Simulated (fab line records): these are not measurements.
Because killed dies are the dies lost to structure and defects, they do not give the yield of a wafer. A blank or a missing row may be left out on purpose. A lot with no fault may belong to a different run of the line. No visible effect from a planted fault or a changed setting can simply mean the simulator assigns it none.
fab line records	flow nand_harc
record: lots: 6	wafers: 18	last_day: 33
route steps=1302 shown A_SGD_CUT@912 A_SLIT@922
lots with no fault: from the same line, run without faults
start_h: start of the lot's first displayed wafer, in hours after the record's first day	wait_h: hours elapsed since this lot's preceding step	" identical to the entry in the row above	L1.1+2: a row that stands for several wafers	- no value present, or no start provided	* or withheld: withheld	< > ~ a bound
route shown NAME@n: NAME is a module with steps in the file, n the number in the route of the first one	usual: mean/standard deviation taken from wafers without a fault	same: alike in all rows	chamber/n: place in a boat	sites: readings site by site	_std_site: their standard deviation	_edge_site: mean of outer sites minus mean of inner sites	radius_mm: how far each site lies from the wafer's centre	mask NAME#n: copy n	behind: the last tool/chamber to shape the wafer	hold: why the lot went on hold/how many hours it stayed there/how the hold came to an end	device: the n, p or np transistor that did not switch	end of line: tests of these same wafers at the route's end	a step given without rows: its recipe and nothing more	killed: the dies lost at the first sort to structure and to defects; this is not the yield of the wafer	map: a wafer's dies, marking killed ones x, the rest . and places with no die _
set.NAME: the setting the step ran with; set.NAME@STEP: the setting that earlier step ran with	model.NAME: the simulator's own value behind a step, which no gauge read
a table for each step, a row for each wafer; lots at some steps of the route
services: the hour from which a tool's chamber was out of use, counted from the record's first day as start_h (under 0 if before that day), plus the number of hours and why
== steps ==
step: NHARC_A_SGD_CUT_SRD_19
step: NHARC_A_SGD_CUT_DEP_20
recipe: target_thk_a: 1500	temp_c: 65	material: SiO2
step: NHARC_A_SGD_CUT_ANNEAL_27
recipe: temp_c: 450	time_s: 1800
step: NHARC_A_SGD_CUT_CMP_21
recipe: target_thk_nm: 148.19
usual: motor_current_A: 11.8/0.66	slurry_flow_ml_min: 150.0/0.45	time_to_endpoint_s: 50.9/2.7
lot.wafer	tool	chamber	start_h	wait_h	motor_current_A	slurry_flow_ml_min	time_to_endpoint_s
L273.4	cmp-01	3	459.18	0.4	13.1	150.8	49.2
L273.5	"	1	"	"	11.0	149.3	48.7
L273.6	"	2	"	"	11.8	150.0	49.3
L277.3	cmp-02	3	494.69	0.4	12.6	150.1	53.1
L277.6	"	3	"	"	12.0	150.4	52.1
L277.5	"	0	"	"	12.1	149.5	49.0
L276.4	cmp-01	3	494.69	0.4	11.9	150.2	50.7
L276.3	"	2	"	"	12.3	150.1	46.9
L276.5	"	3	"	"	12.1	150.2	47.7
L283.1	cmp-01	3	543.69	0.4	12.3	149.7	46.0
L283.3	"	2	"	"	12.4	150.0	48.5
L283.5	"	3	"	"	13.1	150.0	46.6
L286.1	cmp-04	0	577.58	0.4	11.7	149.7	54.3
L286.2	"	1	"	"	11.6	150.0	49.7
L286.5	"	2	"	"	11.4	149.7	52.5
L294.3	cmp-02	3	672.66	0.4	12.6	150.3	50.0
L294.1	"	0	"	"	11.8	149.7	51.4
L294.5	"	2	"	"	10.7	149.5	49.7
step: NHARC_A_SGD_CUT_THK_MEAS_22
recipe: thk_meas_gauge: ellipsometry
usual: thk_nm: 148.4/1.4
lot.wafer	tool	chamber	start_h	wait_h	thk_nm
L273.4	film_metro-01	-	459.39	0.2	146.4
L273.5	"	-	"	"	144.7
L273.6	"	-	"	"	147.3
L276.3	film_metro-01	-	494.95	0.2	149.0
L276.4	"	-	"	"	146.1
L276.5	"	-	"	"	148.3
L277.3	film_metro-02	-	494.95	0.2	149.8
L277.5	"	-	"	"	148.4
L277.6	"	-	"	"	148.1
L283.1	film_metro-02	-	543.94	0.2	146.3
L283.3	"	-	"	"	147.3
L283.5	"	-	"	"	146.8
L286.1	film_metro-02	-	577.79	0.2	148.1
L286.2	"	-	"	"	148.2
L286.5	"	-	"	"	147.1
L294.1	film_metro-01	-	672.89	0.2	148.8
L294.3	"	-	"	"	148.6
L294.5	"	-	"	"	147.1
step: NHARC_A_SGD_CUT_SRD_23
step: NHARC_A_SGD_CUT_ETCH_26
recipe: target_depth_a: 458	chemistry: dHF	material: SiO2
step: NHARC_A_SGD_CUT_ETCHBACK_24
recipe: target_depth_a: 500	over_etch_frac: 0.3	time_s: 92.857	ion_energy_ev: 120	ch3f_flow_sccm: 50	o2_flow_sccm: 30	ar_flow_sccm: 200	rf_w: 500	bias_w: 100	chemistry: CH3F/O2
usual: drypump_motor_current_A: 5.8/0.49	oes_product_au: 0.96/0.036	rf_vpp_V: 243.9/1.8	showerhead_plenum_p_Torr: 2.44/0.12	throttle_valve_pct: 20.664/0.0093
lot.wafer	tool	chamber	start_h	wait_h	drypump_motor_current_A	oes_product_au	rf_hours_counter_h	rf_vpp_V	showerhead_plenum_p_Torr	throttle_valve_pct
L273.4	rie_diel-08	1	459.64	0.2	5.4	0.93	4.8	242.9	2.40	20.664
L273.6	"	3	"	"	6.3	0.91	-	246.7	2.61	20.659
L273.5	"	0	"	"	5.6	0.94	-	243.4	2.35	20.663
L276.3	rie_diel-10	1	495.18	0.1	6.1	1.01	4.7	243.8	2.33	20.662
L276.4	"	2	"	"	6.1	0.98	4.5	243.2	2.40	20.658
L276.5	"	0	"	"	5.5	1.01	-	246.6	2.64	20.656
L277.3	rie_diel-11	3	495.22	0.2	5.3	0.94	5.7	242.9	2.30	20.635
L277.5	"	0	"	"	4.9	0.94	-	242.8	2.38	20.670
L277.6	"	1	"	"	5.6	0.93	-	241.5	2.29	20.667
L283.1	rie_diel-11	3	544.19	0.2	5.4	1.01	10.4	241.3	2.30	20.670
L283.3	"	0	"	"	4.9	1.00	10.1	242.4	2.38	20.669
L283.5	"	2	"	"	6.6	0.99	-	246.3	2.59	20.674
L286.2	rie_diel-10	0	578.03	0.1	5.6	0.93	8.6	246.3	2.64	20.651
L286.1	"	2	"	"	6.1	0.92	8.1	244.1	2.40	20.652
L286.5	"	3	"	"	6.4	0.92	-	244.0	2.52	20.678
L294.1	rie_diel-11	1	673.11	0.1	5.6	0.92	5.1	241.9	2.29	20.665
L294.3	"	0	"	"	4.9	0.93	4.7	243.6	2.38	20.664
L294.5	"	2	"	"	6.6	0.92	-	245.6	2.58	20.659
step: NHARC_A_SGD_CUT_STRIP_28
recipe: time_s: 20	o2_flow_sccm: 500	ar_flow_sccm: 0	bias_w: 0	chemistry: O2
usual: drypump_motor_current_A: 5.7/0.49	oes_product_au: 1.001/0.0073	rf_vpp_V: 57.8/0.97	showerhead_plenum_p_Torr: 3.49/0.17	throttle_valve_pct: 17.035/0.0091
lot.wafer	tool	chamber	start_h	wait_h	drypump_motor_current_A	oes_product_au	rf_hours_counter_h	rf_vpp_V	showerhead_plenum_p_Torr	throttle_valve_pct
L273.4	rie_diel-08	2	-	-	5.3	1.005	4.6	56.2	3.56	17.018
L273.6	"	2	"	"	5.3	0.990	-	58.3	3.56	17.042
L273.5	"	3	"	"	6.3	0.995	-	58.9	3.74	17.033
L276.3	rie_diel-10	2	-	-	6.1	0.991	4.6	56.4	3.44	17.028
L276.4	"	3	"	"	6.3	0.997	4.5	58.6	3.62	17.031
L276.5	"	2	"	"	6.1	0.985	-	58.7	3.44	17.034
L277.3	rie_diel-11	3	-	-	5.4	1.000	6.2	57.4	3.31	17.037
L277.6	"	0	"	"	5.0	1.000	-	58.7	3.42	17.023
L277.5	"	1	"	"	5.6	1.003	-	55.9	3.30	17.032
L283.1	rie_diel-11	1	-	-	5.6	1.000	9.0	57.2	3.30	17.029
L283.3	"	0	"	"	4.9	1.008	10.1	58.2	3.42	17.028
L283.5	"	2	"	"	6.6	1.001	-	60.5	3.71	17.022
L286.2	rie_diel-10	1	-	-	6.2	0.999	8.0	57.8	3.35	17.026
L286.1	"	3	"	"	6.4	0.995	8.8	57.8	3.62	17.029
L286.5	"	1	"	"	6.2	1.006	-	56.5	3.35	17.037
L294.1	rie_diel-11	0	-	-	4.9	1.007	4.8	57.8	3.41	17.033
L294.3	"	3	"	"	5.3	1.001	5.8	56.5	3.30	17.025
L294.5	"	0	"	"	4.9	0.997	-	57.4	3.41	17.049
step: NHARC_A_SGD_CUT_INSPECT_25
usual: raw_defect_count: 386/94
lot.wafer	tool	chamber	start_h	wait_h	raw_defect_count
L273.4	defect_inspect-01	-	459.85	-	552
L273.5	"	-	"	"	476
L273.6	"	-	"	"	446
L276.3	defect_inspect-01	-	495.41	-	410
L276.4	"	-	"	"	508
L276.5	"	-	"	"	365
L277.3	defect_inspect-01	-	495.71	-	498
L277.5	"	-	"	"	540
L277.6	"	-	"	"	685
L283.1	defect_inspect-02	-	544.41	-	377
L283.3	"	-	"	"	376
L283.5	"	-	"	"	378
L286.1	defect_inspect-02	-	578.26	-	287
L286.2	"	-	"	"	298
L286.5	"	-	"	"	299
L294.1	defect_inspect-01	-	673.36	-	313
L294.3	"	-	"	"	327
L294.5	"	-	"	"	353
step: NHARC_A_SLIT_DEP_25
recipe: target_thk_a: 2000	temp_c: 400	pressure_torr: 6.5	rf_w: 900	teos_flow_sccm: 161.4	flow_sccm: 2650	target_thk_nm: 200	gas: O2	material: SiO2
usual: chamber_pressure_Torr: 6.498/0.015	heater_power_outer_w: 325/49	heater_power_w: 593/71	throttle_valve_pct: 15.9/0.76
lot.wafer	tool	chamber	start_h	wait_h	chamber_pressure_Torr	heater_power_outer_w	heater_power_w	throttle_valve_pct
L273.5	pecvd-03	1	460.03	0.2	6.500	227	443	16.1
L273.4	"	2	"	"	6.505	264	531	17.2
L273.6	"	0	"	"	6.490	317	570	15.8
L276.3	pecvd-04	2	495.63	0.2	6.490	359	520	15.5
L276.5	"	1	"	"	6.502	271	541	14.8
L276.4	"	2	"	"	6.487	369	543	15.6
L277.3	pecvd-04	2	495.78	0.1	6.526	382	576	15.6
L277.6	"	0	"	"	6.503	373	678	14.9
L277.5	"	1	"	"	6.497	294	563	15.4
L283.1	pecvd-01	1	544.51	0.1	6.513	382	668	16.8
L283.3	"	2	"	"	6.502	292	554	14.8
L283.5	"	0	"	"	6.489	359	658	15.9
L286.2	pecvd-04	0	578.32	0.1	6.481	428	745	14.9
L286.1	"	1	"	"	6.517	310	584	15.3
L286.5	"	1	"	"	6.513	304	577	15.0
L294.3	pecvd-03	0	673.69	0.3	6.462	295	560	15.3
L294.1	"	1	"	"	6.491	299	531	16.2
L294.5	"	1	"	"	6.487	308	549	16.0
step: NHARC_A_SLIT_DEP_00
recipe: target_thk_a: 62000	temp_c: 400	material: aC
usual: susceptor_temp_C: 399.97/0.22	throttle_valve_pct: 35.000/0.0086
lot.wafer	tool	chamber	start_h	wait_h	susceptor_temp_C	throttle_valve_pct
L273.4	acl_dep-02	0	464.08	-	-	34.991
L273.5	"	0	"	"	-	34.992
L273.6	"	0	"	"	-	34.986
L276.3	acl_dep-01	0	502.48	-	399.96	34.991
L276.4	"	0	"	"	400.03	35.019
L276.5	"	0	"	"	400.28	35.001
L277.3	acl_dep-03	0	502.89	-	399.81	35.005
L277.5	"	0	504.14	-	399.68	35.007
L277.6	"	0	"	"	400.06	35.002
L283.1	acl_dep-01	0	544.82	-	400.22	34.992
L283.3	"	0	546.07	-	400.22	35.007
L283.5	"	0	547.33	-	400.23	35.008
L286.1	acl_dep-03	0	581.83	-	400.14	35.014
L286.2	"	0	"	"	399.83	34.994
L286.5	"	0	584.35	-	399.93	35.002
L294.1	acl_dep-02	0	677.38	-	399.60	34.993
L294.3	"	0	678.63	-	399.62	35.001
L294.5	"	0	679.89	-	399.45	34.998
step: NHARC_A_SLIT_DEP_23
recipe: target_thk_a: 1000	target_thk_nm: 100	temp_c: 400	pressure_torr: 3.5	flow_sccm: 200	rf_w: 350	material: SiON
usual: chamber_pressure_Torr: 3.499/0.0084	heater_power_outer_w: 474/55	heater_power_w: 785/79
lot.wafer	tool	chamber	start_h	wait_h	chamber_pressure_Torr	heater_power_outer_w	heater_power_w
L273.5	pecvd-01	1	466.06	0.7	3.503	494	844
L273.4	"	2	"	"	3.506	407	683
L273.6	"	0	"	"	3.503	535	876
L276.3	pecvd-03	0	505.12	2.0	-	-	-
L276.5	"	1	"	"	-	-	-
L276.4	"	0	"	"	-	-	-
L277.3	pecvd-04	2	505.47	2.0	-	-	-
L277.5	"	1	"	"	-	-	-
L277.6	"	2	"	"	-	-	-
L283.1	pecvd-01	2	549.02	3.6	3.519	478	809
L283.3	"	0	"	"	3.498	555	910
L283.5	"	2	"	"	3.502	492	817
L286.2	pecvd-03	2	585.63	2.5	3.501	480	792
L286.1	"	1	"	"	3.504	475	749
L286.5	"	0	"	"	3.493	442	746
L294.3	pecvd-04	0	681.16	1.9	3.494	544	876
L294.1	"	2	"	"	3.491	489	732
L294.5	"	2	"	"	3.501	498	707
step: NHARC_A_SLIT_DEHYDRATE_01
recipe: temp_c: 150	time_s: 120
== services ==
tool	chamber	start_h	hours	kind
pecvd-04	0	438.11	18.8	repair
rie_diel-11	2	442.22	32.9	repair
rie_diel-10	3	445.59	1.3	repair
pecvd-04	-	450.69	13.0	pm
pecvd-04	2	466.52	20.7	repair
pecvd-01	0	470.44	20.6	repair
rie_diel-11	1	481.83	6.2	repair
cmp-01	-	482.54	4.0	pm
pecvd-03	1	488.24	3.3	repair
pecvd-01	-	492.33	13.0	pm
rie_diel-10	-	541.25	0.4	repair
pecvd-03	-	547.33	13.0	pm
pecvd-01	1	548.59	6.8	repair
cmp-01	-	557.29	2.6	repair
rie_diel-11	2	585.21	2.0	repair
pecvd-04	-	591.71	1.1	repair
rie_diel-11	1	594.15	10.2	repair
rie_diel-10	-	596.50	9.0	pm
rie_diel-11	-	610.42	9.0	pm
rie_diel-11	0	627.77	4.4	repair
pecvd-04	-	631.81	13.0	pm
pecvd-04	1	652.34	11.5	repair
pecvd-04	2	652.84	4.1	repair
pecvd-04	-	662.78	1.7	repair
== key ==
first_sign: step: NHARC_A_SLIT_DEP_23	reading: tool_record	direction: missing
effect none on later readings
met_at NHARC_A_SLIT_DEP_23
struck_wafers L276.3,L276.4,L276.5,L277.3,L277.5,L277.6
later_rows_left_out L276.3,L276.4,L276.5,L277.3,L277.5,L277.6
sort_left_out L276.3,L276.4,L276.5,L277.3,L277.5,L277.6
tester_left_out L276,L277
fault: kind: skipped_step_whole	tool: pecvd-03,pecvd-04	chamber: -	onset_h: 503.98	steps: NHARC_A_SLIT_DEP_23	scope: struck_lots_only
tester_left_out: of these lots the tester's yield and bins aren't shown, on N5 and GAA mostly nor the transistor test; their killed dies are dies lost to structure and defects alone, not to doping, threshold or leakage, so they don't give the yield
sort_left_out: the simulated sort isn't trusted on such a fault, so these wafers' sort isn't shown, and their yield isn't known
later_rows_left_out: the simulator's readings of these wafers behind a module that went badly wrong aren't trusted and aren't shown, but for the sort
